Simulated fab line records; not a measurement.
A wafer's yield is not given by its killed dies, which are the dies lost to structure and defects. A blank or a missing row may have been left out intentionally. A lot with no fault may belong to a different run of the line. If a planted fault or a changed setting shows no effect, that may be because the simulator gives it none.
A struck lot beside a sound one ; flow nandHarc ; 33 out of 1302 route steps
Sound: the wafers L184.1, L184.2, L184.6. The struck wafers were L189.1, L189.3, L189.6. The cause comes at the end.
Order at every step that has rows: each side's tool, ch and its chambers, its first start. Under that, the readings that differ: sound wafers ; struck wafers ; difference of the means ; sigmas: that difference in standard deviations of wafers without a fault.
alike: readings with means less than 2 such deviations apart, plus words and numbers identical on both sides. not compared: withheld readings, readings lacking a value on some wafer, bounds such as >300 that could conceal the same value, and numbers that have no deviation in the record and whose values overlap.
The two part at a step that has a row with sigmas, a row that says differs or no value, or rows on one side only. When numbers do not overlap yet have no deviation, they are printed without sigmas and do not part them. A reading that every wafer of one side lacks parts them only if that side has two wafers or more.

NHARC_P_START_INSPECT_01:
  sound: defectInspect-01 at day 5 04:02; struck: defectInspect-02 at day 7 06:02
  alike: rawDefectCount
NHARC_P_ZERO_WELL_PRECLEAN_00: cleans in SPM, time 600 s.
  sound on wetBench-05 ch 1,2,3, day 5 04:08; struck on wetBench-01 ch 0,6,7, day 7 06:09
then, 11 steps without rows for these wafers: NHARC_P_ZERO_WELL_SRD_01; NHARC_P_ZERO_WELL_PECVD_02 (deposits SiO2, target thk 10 nm); NHARC_P_ZERO_WELL_DEHYDRATE_03 (time 120 s); NHARC_P_ZERO_WELL_HMDS_04 (time 30 s); NHARC_P_ZERO_WELL_COAT_64 (time 65 s); NHARC_P_ZERO_WELL_COAT_05 (resist thk 600 nm); NHARC_P_ZERO_WELL_SOFTBAKE_06 (time 70 s); NHARC_P_ZERO_WELL_EBR_07; NHARC_P_ZERO_WELL_EXPOSE_08 (exposes mask P ZERO, target cd 500 nm); NHARC_P_ZERO_WELL_PEB_09 (peb time 80 s); NHARC_P_ZERO_WELL_DEVELOP_10 (time 50 s).
NHARC_P_ZERO_WELL_CD_MEAS_11: target cd 500 nm.
  sound on cdSem-02 ch 0, day 5 05:07; struck on cdSem-02 ch 0, day 7 07:07
  alike: cdNm
then, 1 step without rows for these wafers: NHARC_P_ZERO_WELL_HARDBAKE_12 (time 65 s).
NHARC_P_ZERO_WELL_DESCUM_13: chemistry O2, time 3 s.
  sound on rieDiel-05 ch 0,1,3, day 5 05:16; struck on rieDiel-05 ch 0,1,3, day 7 07:17
  alike: chamberPressureMTorr, drypumpMotorCurrentA, oesProductAu, rfVppV, showerheadPlenumPTorr, throttleValvePct
  not compared: rfHoursCounterH
NHARC_P_ZERO_WELL_ETCH_65: etches the open film in N2/H2, target depth 80 nm, overetch 24 nm, time 87.88 s.
  sound on rieDiel-05 ch 0,1,2, day 5 05:22; struck on rieDiel-05 ch 1,2,3, day 7 07:24
  alike: biasW, chamberPressureMTorr, drypumpMotorCurrentA, oesProductAu, rfVppV, showerheadPlenumPTorr, throttleValvePct
  not compared: rfHoursCounterH
NHARC_P_ZERO_WELL_ETCH_62: etches the open film in CHF3/Ar, target depth 13 nm, time 6.5 s.
  sound: rieDiel-05 ch 0,1,2; struck: rieDiel-05 ch 1,2,3
  alike: biasW, chamberPressureMTorr, drypumpMotorCurrentA, oesProductAu, rfVppV, showerheadPlenumPTorr, throttleValvePct
  not compared: rfHoursCounterH
NHARC_P_ZERO_WELL_ETCH_63: etches the open film in HBr/Cl2, target depth 120 nm, time 40.1 s.
  sound on rieSi-03 ch 2,3, day 5 05:32; struck on rieSi-03 ch 1,2, day 7 07:33
  alike: biasW, chamberPressureMTorr, drypumpMotorCurrentA, heBacksideLeakSccm, oesProductAu, throttleValvePct
  not compared: rfHoursCounterH
then, 9 steps without rows for these wafers: NHARC_P_ZERO_WELL_STRIP_15 (strips in SPM, time 900 s); NHARC_P_ZERO_WELL_DEHYDRATE_16 (time 120 s); NHARC_P_ZERO_WELL_HMDS_17 (time 30 s); NHARC_P_ZERO_WELL_COAT_18; NHARC_P_ZERO_WELL_SOFTBAKE_19 (time 95 s); NHARC_P_ZERO_WELL_EBR_20; NHARC_P_ZERO_WELL_EXPOSE_21 (exposes mask P NWELL, target cd 720 nm); NHARC_P_ZERO_WELL_PEB_22 (peb time 85 s); NHARC_P_ZERO_WELL_DEVELOP_23 (time 70 s).
NHARC_P_ZERO_WELL_CD_MEAS_24: target cd 720 nm.
  sound on cdSem-01 ch 0, day 5 06:27; struck on cdSem-01 ch 0, day 7 08:29
  alike: cdNm
then, 1 step without rows for these wafers: NHARC_P_ZERO_WELL_HARDBAKE_25 (time 80 s).
NHARC_P_ZERO_WELL_DESCUM_26: chemistry O2, time 3 s.
  sound on rieDiel-04 ch 0,2,3, day 5 06:37; struck on rieDiel-04 ch 1,2,3, day 7 08:40
  alike: chamberPressureMTorr, drypumpMotorCurrentA, oesProductAu, rfVppV, showerheadPlenumPTorr, throttleValvePct
  not compared: rfHoursCounterH
NHARC_P_STI_INSPECT_11:
  sound: defectInspect-01 at day 6 03:11; struck: defectInspect-02 at day 8 04:58
reading;sound;struck;difference;sigmas
rawDefectCount;3 6 4;20 16 19;+14;+5
-- record jumps: 21 days between struck wafers' starts before vs after; left off in module P_STI, resumes in module END, first step shown is number 1302 of the route --
NHARC_END_SORT_01:
  at this point the record logs the struck wafers (prober-02 ch 0, day 29 02:36) and has no rows for the sound ones

== WHERE THEY PART ==
First at NHARC_P_STI_INSPECT_11; last, within this record, at NHARC_END_SORT_01.

WHY: what had been put in by the simulator
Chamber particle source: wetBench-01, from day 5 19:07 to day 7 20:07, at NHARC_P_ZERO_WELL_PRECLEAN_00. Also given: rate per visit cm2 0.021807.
